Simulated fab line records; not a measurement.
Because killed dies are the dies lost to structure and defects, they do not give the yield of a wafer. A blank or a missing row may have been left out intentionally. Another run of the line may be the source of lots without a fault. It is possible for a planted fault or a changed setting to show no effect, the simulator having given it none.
fab line records + flow nandHarc
record
- lots=6
- wafers=16
- lastDay=35
route steps=1302 shown A_DECK1_JOINT@535 A_ONON_D2@545 END@1302
lots that met no fault: taken from a fault-free run of the same line
startH: start of the lot's first displayed wafer, in hours after the record's first day + waitH: hours elapsed since this lot's preceding step + " identical to the entry in the row above + L1.1+2: a single row standing in for several wafers + - value missing, or start not given + * or withheld: withheld + < > ~ a bound
route shown NAME@n: names a module that has steps shown in the file, with the first one's number in the route + usual: average and standard deviation across the fault-free wafers + same: alike in all rows + chamber/n: place in a boat + sites: the reading at each site + _std_site: the values' standard deviation + _edge_site: mean of outer sites minus mean of inner sites + radiusMm: how far each site lies from the wafer's centre + mask NAME#n: copy n + behind: the tool/chamber that last shaped the wafer + hold: why the lot was held/for how many hours/how that ended + device: whichever transistor did not switch (one of n, p or np) + end of line: tests run on the same wafers once the route is complete + a step without rows: its recipe alone + killed: dies lost to structure and defects at the first sort, not the wafer's yield + map: dies across one wafer; x = killed, . = not, _ = none there
set.NAME: the run value of the setting; set.NAME@STEP: its run value at that earlier step + model.NAME: the simulator's own value behind a step, which no gauge read
a table for each step, a row for each wafer; lots at some steps of the route
services: a tool's chamber out of use, with start hour (startH, from the record's first day; less than 0 if before it), hours out, and reason
## steps
# step NHARC_A_DECK1_JOINT_CURE_26
# recipe
- tempC=150
- timeS=32
- pressureAtm=0.395
# step NHARC_A_DECK1_JOINT_ANNEAL_27
# recipe
- tempC=400
- timeS=3600
- idleTempC=300
- rampUpCPerMin=10
- densificationPH2oTorr=640
# step NHARC_A_DECK1_JOINT_ANNEAL_28
# recipe
- tempC=500
- timeS=1800
- idleTempC=400
- rampUpCPerMin=10
- densificationPH2oTorr=640
# step NHARC_A_DECK1_JOINT_ANNEAL_29
# recipe
- tempC=750
- timeS=1800
- idleTempC=500
- rampUpCPerMin=10
- rampDownCPerMin=3
# step NHARC_A_DECK1_JOINT_CMP_02
# recipe
- material=SiOx
# usual
- motorCurrentA=12.1/1.3
| lot.wafer | tool   | chamber | startH | waitH | motorCurrentA |
|-----------|--------|---------|--------|-------|---------------|
| L270.1    | cmp-04 | 1       | 275.37 | 0.4   | 13.9          |
| L270.3    | "      | 2       | "      | "     | 13.1          |
| L270.4    | "      | 3       | "      | "     | 11.4          |
| L277.2    | cmp-01 | 3       | 341.58 | 0.4   | 12.9          |
| L277.6    | "      | 0       | "      | "     | 12.6          |
| L275.4    | cmp-04 | 1       | 341.60 | 0.5   | 14.4          |
| L275.6    | "      | 2       | "      | "     | 13.8          |
| L286.1    | cmp-04 | 3       | 430.41 | 0.4   | 11.5          |
| L286.4    | "      | 0       | "      | "     | 12.5          |
| L286.5    | "      | 2       | "      | "     | 13.6          |
| L287.2    | cmp-03 | 3       | 441.36 | 0.4   | 13.3          |
| L287.3    | "      | 1       | "      | "     | 11.6          |
| L287.6    | "      | 0       | "      | "     | 10.2          |
| L293.1    | cmp-04 | 2       | 500.77 | 0.4   | 13.3          |
| L293.5    | "      | 3       | "      | "     | 11.6          |
| L293.6    | "      | 0       | "      | "     | 12.8          |
# step NHARC_A_DECK1_JOINT_SRD_15
# step NHARC_A_DECK1_JOINT_DEP_16
# recipe
- targetThkA=450
- tempC=400
- pressureTorr=6.5
- rfW=900
- teosFlowSccm=161.4
- flowSccm=2650
- targetThkNm=45
- gas=O2
- material=SiO2
# usual
- chamberPressureTorr=6.501/0.013
- heaterPowerW=560/110
- rfFwdPowerW=895.8/2.8
- throttleValvePct=15.7/0.5
| lot.wafer | tool     | chamber | startH | waitH | chamberPressureTorr | heaterPowerW | rfFwdPowerW | throttleValvePct |
|-----------|----------|---------|--------|-------|---------------------|--------------|-------------|------------------|
| L270.1    | pecvd-02 | 0       | 275.80 | 0.1   | 6.493               | 744          | 896.7       | 15.2             |
| L270.3    | "        | 2       | "      | "     | 6.490               | 554          | 893.0       | 15.6             |
| L270.4    | "        | 0       | "      | "     | 6.491               | 776          | 896.1       | 15.0             |
| L277.2    | pecvd-03 | 1       | 341.90 | 0.1   | 6.511               | 370          | 895.4       | 16.4             |
| L277.6    | "        | 0       | "      | "     | 6.522               | 468          | 897.1       | 15.0             |
| L275.6    | pecvd-01 | 2       | 342.08 | 0.3   | 6.523               | 508          | 894.5       | 15.4             |
| L275.4    | "        | 0       | "      | "     | 6.496               | 608          | 898.9       | 16.1             |
| L286.1    | pecvd-02 | 1       | 430.75 | 0.1   | 6.506               | 499          | 896.1       | 15.7             |
| L286.5    | "        | 1       | "      | "     | 6.528               | 496          | 894.6       | 15.5             |
| L286.4    | "        | 2       | "      | "     | 6.523               | 617          | 890.6       | 16.2             |
| L287.2    | pecvd-02 | 2       | 441.78 | 0.1   | 6.515               | 723          | 893.2       | 15.9             |
| L287.3    | "        | 0       | "      | "     | 6.487               | 657          | 896.8       | 14.8             |
| L287.6    | "        | 1       | "      | "     | 6.508               | 571          | 893.2       | 15.4             |
| L293.1    | pecvd-03 | 2       | 501.08 | 0.1   | 6.488               | 371          | 895.7       | 16.2             |
| L293.6    | "        | 2       | "      | "     | 6.468               | 384          | 897.5       | 16.3             |
| L293.5    | "        | 0       | "      | "     | 6.497               | 448          | 894.7       | 15.2             |
# step NHARC_A_DECK1_JOINT_THK_MEAS_17
# recipe
- thkMeasGauge=ellipsometry
# usual
- thkNm=44.9/1.2
| lot.wafer | tool         | chamber | startH | waitH | thkNm |
|-----------|--------------|---------|--------|-------|-------|
| L270.1    | filmMetro-01 | -       | 276.08 | 0.3   | 46.9  |
| L270.3    | "            | -       | "      | "     | 45.4  |
| L270.4    | "            | -       | "      | "     | 46.1  |
| L277.2    | filmMetro-02 | -       | 342.18 | 0.3   | 44.3  |
| L277.6    | "            | -       | "      | "     | 46.1  |
| L275.4    | filmMetro-01 | -       | 342.30 | 0.2   | 44.8  |
| L275.6    | "            | -       | "      | "     | 45.5  |
| L286.1    | filmMetro-02 | -       | 431.03 | 0.3   | 45.8  |
| L286.4    | "            | -       | "      | "     | 45.8  |
| L286.5    | "            | -       | "      | "     | 46.7  |
| L287.2    | filmMetro-02 | -       | 442.03 | 0.2   | 43.7  |
| L287.3    | "            | -       | "      | "     | 42.1  |
| L287.6    | "            | -       | "      | "     | 46.8  |
| L293.1    | filmMetro-02 | -       | 501.36 | 0.3   | 44.4  |
| L293.5    | "            | -       | "      | "     | 46.1  |
| L293.6    | "            | -       | "      | "     | 45.6  |
# step NHARC_A_DECK1_JOINT_INSPECT_05
# usual
- rawDefectCount=349/130
| lot.wafer | tool             | chamber | startH | waitH | rawDefectCount |
|-----------|------------------|---------|--------|-------|----------------|
| L270.1    | defectInspect-01 | -       | 276.11 | 0.0   | 397            |
| L270.3    | "                | -       | "      | "     | 591            |
| L270.4    | "                | -       | "      | "     | 362            |
| L277.2    | defectInspect-02 | -       | 342.21 | 0.0   | 221            |
| L277.6    | "                | -       | "      | "     | 245            |
| L275.4    | defectInspect-01 | -       | 342.34 | 0.0   | 243            |
| L275.6    | "                | -       | "      | "     | 337            |
| L286.1    | defectInspect-01 | -       | 431.06 | 0.0   | 609            |
| L286.4    | "                | -       | "      | "     | 558            |
| L286.5    | "                | -       | "      | "     | 374            |
| L287.2    | defectInspect-02 | -       | 442.07 | 0.0   | 382            |
| L287.3    | "                | -       | "      | "     | 156            |
| L287.6    | "                | -       | "      | "     | 221            |
| L293.1    | defectInspect-01 | -       | 501.40 | 0.0   | 363            |
| L293.5    | "                | -       | "      | "     | 262            |
| L293.6    | "                | -       | "      | "     | 198            |
# step NHARC_A_ONON_D2_DEP_00
# recipe
- targetThkA=10000
- n2FlowSccm=2750
- n2oFlowSccm=2000
- nh3FlowSccm=500
- sih4FlowSccm=210
- tempC=400
# step NHARC_A_ONON_D2_THK_MEAS_02
# recipe
- thkMeasGauge=ellipsometry
# usual
- thkNm=1003/10
| lot.wafer | tool         | chamber | startH | waitH | thkNm |
|-----------|--------------|---------|--------|-------|-------|
| L270.1    | filmMetro-01 | -       | 276.69 | -     | 1013  |
| L270.3    | "            | -       | "      | "     | 1014  |
| L270.4    | "            | -       | "      | "     | 1014  |
| L277.2    | filmMetro-01 | -       | 342.79 | -     | 1018  |
| L277.6    | "            | -       | "      | "     | 1016  |
| L275.4    | filmMetro-02 | -       | 342.94 | -     | 1007  |
| L275.6    | "            | -       | "      | "     | 1008  |
| L286.1    | filmMetro-01 | -       | 431.63 | -     | 998   |
| L286.4    | "            | -       | "      | "     | 997   |
| L286.5    | "            | -       | "      | "     | 999   |
| L287.2    | filmMetro-02 | -       | 442.64 | -     | 997   |
| L287.3    | "            | -       | "      | "     | 997   |
| L287.6    | "            | -       | "      | "     | 997   |
| L293.1    | filmMetro-01 | -       | 502.21 | -     | 996   |
| L293.5    | "            | -       | "      | "     | 995   |
| L293.6    | "            | -       | "      | "     | 998   |
# step NHARC_A_ONON_D2_DEP_03
# recipe
- targetThkA=10000
- n2FlowSccm=2750
- n2oFlowSccm=2000
- nh3FlowSccm=500
- sih4FlowSccm=210
- tempC=400
| lot.wafer  | tool         | chamber | startH | waitH |
|------------|--------------|---------|--------|-------|
| L270.1+3+4 | pecvdOnon-02 | 0       | 276.74 | 0.1   |
| L277.2+6   | pecvdOnon-04 | 0       | 342.90 | 0.1   |
| L275.4+6   | pecvdOnon-04 | 0       | 343.38 | 0.4   |
| L286.1+4+5 | pecvdOnon-02 | 0       | 431.69 | 0.1   |
| L287.2+3+6 | pecvdOnon-04 | 0       | 442.76 | 0.1   |
| L293.1+5+6 | pecvdOnon-01 | 0       | 502.51 | 0.3   |
# step NHARC_A_ONON_D2_THK_MEAS_05
# recipe
- thkMeasGauge=ellipsometry
# usual
- thkNm=1005/8.2
| lot.wafer | tool         | chamber | startH | waitH | thkNm |
|-----------|--------------|---------|--------|-------|-------|
| L270.1    | filmMetro-02 | -       | 277.26 | -     | 1007  |
| L270.3    | "            | -       | "      | "     | 1008  |
| L270.4    | "            | -       | "      | "     | 1008  |
| L277.2    | filmMetro-01 | -       | 343.36 | -     | 573   |
| L277.6    | "            | -       | "      | "     | 572   |
| L275.4    | filmMetro-01 | -       | 343.72 | -     | 989   |
| L275.6    | "            | -       | "      | "     | 564   |
| L286.1    | filmMetro-02 | -       | 432.20 | -     | 1016  |
| L286.4    | "            | -       | "      | "     | 1016  |
| L286.5    | "            | -       | "      | "     | 1016  |
| L287.2    | filmMetro-02 | -       | 443.21 | -     | 998   |
| L287.3    | "            | -       | "      | "     | 997   |
| L287.6    | "            | -       | "      | "     | 999   |
| L293.1    | filmMetro-02 | -       | 503.02 | -     | 1007  |
| L293.5    | "            | -       | "      | "     | 1007  |
| L293.6    | "            | -       | "      | "     | 1007  |
# step NHARC_A_ONON_D2_DEP_06
# recipe
- targetThkA=10000
- n2FlowSccm=2750
- n2oFlowSccm=2000
- nh3FlowSccm=500
- sih4FlowSccm=210
- tempC=400
# step NHARC_END_SORT_01
# recipe
- tempC=25
# usual
- killedAtArray=62/22
- killedAtOther=1.0/1.4
- killedAtPeriphery=4.2/2.8
- killedDies=67/23
- killedOpen=3.1/1.7
- killedShort=2.1/1.5
# same
- grossDies=677
| lot.wafer | tool      | chamber | startH | waitH | killedAtArray | killedAtOther | killedAtPeriphery | killedDies | killedOpen | killedShort |
|-----------|-----------|---------|--------|-------|---------------|---------------|-------------------|------------|------------|-------------|
| L277.2    | prober-02 | 0       | 621.46 | 2.8   | 666           | 0             | 11                | 677        | 5          | 1           |
| L277.6    | prober-02 | 0       | 624.68 | 4.0   | 671           | 0             | 6                 | 677        | 4          | 3           |
| L275.6    | prober-01 | 0       | 633.74 | 4.0   | 674           | 1             | 2                 | 677        | 3          | 2           |
# killed by level:class
L277.2 A_ONON_D2:areaDep=574 A_CHANNEL_HOLE_D1:chamberFilmFlake=32 A_SLIT:chamberFilmFlake=26 A_CHANNEL_HOLE_D2:chamberFilmFlake=25 P_M0:chamberFilmFlake=8 A_CONTACT:chamberFilmFlake=3 A_CHANNEL_FILL_D1:geometricParticle:open=2 P_M0:geometricParticle:open=1
L277.6 A_ONON_D2:areaDep=600 A_SLIT:chamberFilmFlake=29 A_CHANNEL_HOLE_D1:chamberFilmFlake=21 A_CHANNEL_HOLE_D2:chamberFilmFlake=15 A_CONTACT:chamberFilmFlake=2 P_STI:geometricParticle:open=1 P_M0:geometricParticle:short=1 P_M0:geometricParticle:open=1
L275.6 A_ONON_D2:areaDep=588 A_SLIT:chamberFilmFlake=31 A_CHANNEL_HOLE_D2:chamberFilmFlake=24 A_CHANNEL_HOLE_D1:chamberFilmFlake=19 A_WL_FILL:geometricParticle:short=2 A_DECK1_JOINT:chamberFilmFlake=2 A_CONTACT:chamberFilmFlake=2 A_CHANNEL_FILL_D2:chamberFilmFlake=1
# map L275.6 (x killed, . not)
____________x____________
_________xxxxxxx_________
_______xxxxxxxxxxx_______
______xxxxxxxxxxxxx______
_____xxxxxxxxxxxxxxx_____
____xxxxxxxxxxxxxxxxx____
____xxxxxxxxxxxxxxxxx____
___xxxxxxxxxxxxxxxxxxx___
___xxxxxxxxxxxxxxxxxxx___
__xxxxxxxxxxxxxxxxxxxxx__
__xxxxxxxxxxxxxxxxxxxxx__
_xxxxxxxxxxxxxxxxxxxxxxx_
_xxxxxxxxxxxxxxxxxxxxxxx_
_xxxxxxxxxxxxxxxxxxxxxxx_
_xxxxxxxxxxxxxxxxxxxxxxx_
_xxxxxxxxxxxxxxxxxxxxxxx_
xxxxxxxxxxxxxxxxxxxxxxxxx
xxxxxxxxxxxxxxxxxxxxxxxxx
xxxxxxxxxxxxxxxxxxxxxxxxx
xxxxxxxxxxxxxxxxxxxxxxxxx
xxxxxxxxxxxxxxxxxxxxxxxxx
_xxxxxxxxxxxxxxxxxxxxxxx_
_xxxxxxxxxxxxxxxxxxxxxxx_
_xxxxxxxxxxxxxxxxxxxxxxx_
_xxxxxxxxxxxxxxxxxxxxxxx_
_xxxxxxxxxxxxxxxxxxxxxxx_
__xxxxxxxxxxxxxxxxxxxxx__
__xxxxxxxxxxxxxxxxxxxxx__
___xxxxxxxxxxxxxxxxxxx___
___xxxxxxxxxxxxxxxxxxx___
____xxxxxxxxxxxxxxxxx____
____xxxxxxxxxxxxxxxxx____
_____xxxxxxxxxxxxxxx_____
______xxxxxxxxxxxxx______
_______xxxxxxxxxxx_______
_________xxxxxxx_________
____________x____________
# map L277.2 (x killed, . not)
____________x____________
_________xxxxxxx_________
_______xxxxxxxxxxx_______
______xxxxxxxxxxxxx______
_____xxxxxxxxxxxxxxx_____
____xxxxxxxxxxxxxxxxx____
____xxxxxxxxxxxxxxxxx____
___xxxxxxxxxxxxxxxxxxx___
___xxxxxxxxxxxxxxxxxxx___
__xxxxxxxxxxxxxxxxxxxxx__
__xxxxxxxxxxxxxxxxxxxxx__
_xxxxxxxxxxxxxxxxxxxxxxx_
_xxxxxxxxxxxxxxxxxxxxxxx_
_xxxxxxxxxxxxxxxxxxxxxxx_
_xxxxxxxxxxxxxxxxxxxxxxx_
_xxxxxxxxxxxxxxxxxxxxxxx_
xxxxxxxxxxxxxxxxxxxxxxxxx
xxxxxxxxxxxxxxxxxxxxxxxxx
xxxxxxxxxxxxxxxxxxxxxxxxx
xxxxxxxxxxxxxxxxxxxxxxxxx
xxxxxxxxxxxxxxxxxxxxxxxxx
_xxxxxxxxxxxxxxxxxxxxxxx_
_xxxxxxxxxxxxxxxxxxxxxxx_
_xxxxxxxxxxxxxxxxxxxxxxx_
_xxxxxxxxxxxxxxxxxxxxxxx_
_xxxxxxxxxxxxxxxxxxxxxxx_
__xxxxxxxxxxxxxxxxxxxxx__
__xxxxxxxxxxxxxxxxxxxxx__
___xxxxxxxxxxxxxxxxxxx___
___xxxxxxxxxxxxxxxxxxx___
____xxxxxxxxxxxxxxxxx____
____xxxxxxxxxxxxxxxxx____
_____xxxxxxxxxxxxxxx_____
______xxxxxxxxxxxxx______
_______xxxxxxxxxxx_______
_________xxxxxxx_________
____________x____________
## services
| tool         | chamber | startH | hours | kind   |
|--------------|---------|--------|-------|--------|
| cmp-03       | -       | 260.00 | 4.0   | pm     |
| cmp-04       | -       | 261.28 | 6.0   | repair |
| pecvdOnon-01 | -       | 269.00 | 13.0  | pm     |
| pecvd-03     | -       | 277.30 | 0.9   | repair |
| cmp-04       | -       | 281.70 | 16.8  | repair |
| cmp-04       | -       | 306.77 | 1.4   | repair |
| cmp-04       | -       | 309.07 | 4.0   | pm     |
| pecvdOnon-02 | -       | 309.62 | 2.4   | repair |
| pecvdOnon-04 | -       | 311.39 | 13.0  | pm     |
| pecvd-02     | 1       | 328.06 | 10.2  | repair |
| pecvd-03     | 1       | 361.79 | 13.5  | repair |
| pecvd-03     | -       | 366.43 | 13.0  | pm     |
| pecvdOnon-02 | -       | 366.51 | 13.0  | pm     |
| pecvd-02     | 1       | 395.68 | 11.8  | repair |
| cmp-04       | -       | 402.52 | 0.4   | repair |
| cmp-04       | -       | 407.07 | 4.0   | pm     |
| pecvd-02     | -       | 408.35 | 13.0  | pm     |
| cmp-04       | -       | 424.89 | 1.1   | repair |
| cmp-04       | -       | 435.30 | 6.4   | repair |
| cmp-04       | -       | 441.76 | 1.4   | repair |
| cmp-04       | -       | 459.91 | 0.5   | repair |
| cmp-04       | -       | 467.61 | 0.4   | repair |
| pecvd-02     | 2       | 480.54 | 13.4  | repair |
| pecvdOnon-04 | -       | 492.39 | 13.0  | pm     |
## key
firstSign
- step=NHARC_A_ONON_D2_THK_MEAS_05
- reading=thkNm
- direction=down
- sigmas=53
- usual=1005
- struck=570
effect
- step=NHARC_END_SORT_01
- reading=killedAtArray
- direction=up
- sigmas=27
- usual=62
- struck=670
moreKillsBornAt
- NHARC_A_ONON_D2_DEP_03@pecvdOnon-04=1762
metAt NHARC_A_ONON_D2_DEP_03
struckWafers L275.6,L277.2,L277.6
laterRowsLeftOut L275.6,L277.2,L277.6
testerLeftOut L275,L277
fault
- kind=processParameterDrift
- tool=pecvdOnon-04
- chamber=-
- onsetH=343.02
- steps=NHARC_A_ONON_D2_DEP_03
- channel=targetThkA
- offset=*
- shape=step
- endH=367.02
- scope=struckWafersOnly
- actsIn=*
- stated=*
# testerLeftOut: of these lots the tester's yield and bins aren't shown, on N5 and GAA mostly nor the transistor test; their killed dies are dies lost to structure and defects alone, not to doping, threshold or leakage, so they don't give the yield
# laterRowsLeftOut: the simulator's readings of these wafers behind a module that went badly wrong aren't trusted and aren't shown, but for the sort
